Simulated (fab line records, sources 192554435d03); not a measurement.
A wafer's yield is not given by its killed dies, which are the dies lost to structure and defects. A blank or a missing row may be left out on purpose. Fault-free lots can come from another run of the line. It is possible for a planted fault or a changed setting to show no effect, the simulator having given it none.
Chamber matching -- flow n5Finfet -- N5_SDB_STRIP_21 on rieDiel-01: 4 sister chambers
The step strips in CF4. 14 wafers are shown with their chamber, then 7 later ones without.

## WAFERS PAIRED WITH THEIR CHAMBERS
wafer,chamber,drypumpMotorCurrentA (A),showerheadPlenumPTorr (Torr),throttleValvePct (%)
L077.2,1,6.7,1.77,13.99
L077.5,0,6.0,1.81,13.45
L077.6,1,6.7,1.77,14.00
L082.1,1,6.7,1.77,14.04
L082.2,2,5.1,1.78,13.59
L082.5,0,6.0,1.81,13.48
L090.1,1,6.7,1.77,13.49
L090.3,3,6.1,1.77,13.51
L090.4,3,6.0,1.77,13.52
L094.2,2,5.1,1.77,13.05
L094.4,1,6.7,1.76,13.51
L094.5,2,5.1,1.77,13.04
L095.2,3,6.1,1.77,13.52
L095.3,0,6.0,1.80,13.56

SIGNATURES (means of the wafers above)
reading,chamber 0,chamber 1,chamber 2,chamber 3,scatter within a chamber
drypumpMotorCurrentA,6.000,6.700,5.100,6.067,0.0258
showerheadPlenumPTorr,1.8067,1.7680,1.7733,1.7700,0.00462
throttleValvePct,13.4967,13.8060,13.2267,13.5167,0.228
Rule: a wafer lies at a distance from a chamber equal to the root of the sum of squares, over the readings, of (its reading less the chamber's mean, divided by the reading's scatter). If the next closest chamber is less than 2 further off than the closest, the wafer can't be placed; otherwise it belongs to the closest. The scatter is the square root of a quotient: the sum, over the shown wafers, of each reading's squared deviation from its chamber's mean, divided by wafers minus chambers.

## WAFERS MISSING THEIR CHAMBER
wafer,drypumpMotorCurrentA (A),showerheadPlenumPTorr (Torr),throttleValvePct (%)
L095.4,6.7,1.76,13.52
L096.2,5.1,1.77,13.06
L096.3,6.0,1.80,13.56
L096.6,6.7,1.76,13.52
L097.1,6.0,1.77,13.54
L097.5,6.7,1.76,13.54
L097.6,5.2,1.77,13.05

## CHAMBER TAKEN BY EACH
wafer,from the rows above,in truth
L095.4,1,1
L096.2,2,2
L096.3,0,0
L096.6,1,1
L097.1,3,3
L097.5,1,1
L097.6,2,2
7 of 7 placed correctly. Can't be placed from these rows: 0. Wrongly placed: 0.
